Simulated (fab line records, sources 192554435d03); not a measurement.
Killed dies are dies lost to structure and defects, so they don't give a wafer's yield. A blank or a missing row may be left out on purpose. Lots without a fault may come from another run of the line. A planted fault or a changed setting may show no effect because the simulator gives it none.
Problem report in the 8D (eight disciplines) form, filled by code | flow n5_finfet | the parts of the form that need people (team, actions taken, sign-off) are left out

1. THE PROBLEM
cf4_flow_sccm at N5_BEOL_M13_ETCH_67 reads a mean of 130.06 sccm on 6 wafers of 2 lots; wafers without a fault read 100.04 sccm with a standard deviation of 0.29. That is +99 or more standard deviations from the usual mean.
The step: etches SiARC in CF4, target depth 143 nm, time 238.3 s.
First seen on wafer L933.1, day 14 16:03, on rie_diel-02. The record holds 30 wafers of 10 lots with a number at this step. Rule for "out", or "out of limits": more than 4 standard deviations from the usual mean. The other wafers with a number count as sound.

2. WHAT IT IS AND WHAT IT IS NOT
question                    | is                     | is not
which readings at this step | cf4_flow_sccm          | drypump_motor_current_A, oes_product_au
which lots                  | L933, L936             | L919, L926, L927, L929, L930, L931, L932, L940
which wafers of those lots  | all that have a number | -
read on which tools         | rie_diel-02            | rie_diel-04
when                        | from day 14 16:03      | up to then (18 sound wafers); but 6 sound wafers of L931, L940 came after

3. SUSPECTS, AND WHAT RULES EACH OUT
Counting: a tool at a process step up to the reading stays a suspect if it ran every lot that is out and no sound lot after the first of them.
- rie_diel-02 at N5_BEOL_M13_ETCH_67 (etches SiARC in CF4, target depth 143 nm, time 238.3 s): kept. It ran every lot that is out, first L933 (day 14 16:03), and no sound lot after that; its last sound lot up to then is L929 (day 13 22:22). Its own readings are out on those wafers: cf4_flow_sccm.
Left after counting: rie_diel-02 at N5_BEOL_M13_ETCH_67.

4. THE CAUSE (what the simulator had put in)
Process parameter drift: rie_diel-02, from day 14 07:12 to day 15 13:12, at N5_BEOL_M13_ETCH_67. Setting cf4_flow_sccm, moved by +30, from 100. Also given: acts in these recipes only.
Counting left only this tool.

5. THE CHAIN OF EFFECTS, in route order
Each row: a reading whose mean over the struck wafers that have a number lies more than 3 standard deviations from the usual. Only readings for which the record gives a usual standard deviation are gone through. hours: the time from each lot's start at the first step in this table that gives one to its start at this step, as a median over the lots. sigmas: the change in usual standard deviations.
hours | step                | reading                  | usual       | on struck wafers | change | sigmas
0     | N5_BEOL_M13_ETCH_67 | cf4_flow_sccm            | 100.04 sccm | 130.06           | +30.02 | +99 or more
0     | N5_BEOL_M13_ETCH_67 | showerhead_plenum_p_Torr | 2.11 Torr   | 2.31             | +0.20  | +3.0
0     | N5_BEOL_M13_ETCH_67 | throttle_valve_pct       | 15.54 %     | 16.47            | +0.93  | +3.4
The process steps in it:
- N5_BEOL_M13_ETCH_67: etches SiARC in CF4, target depth 143 nm, time 238.3 s.

6. WHAT WOULD HAVE CAUGHT IT SOONER
In this record the first reading out of limits was taken at day 14 16:03, 9 hours after the fault began at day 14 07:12.
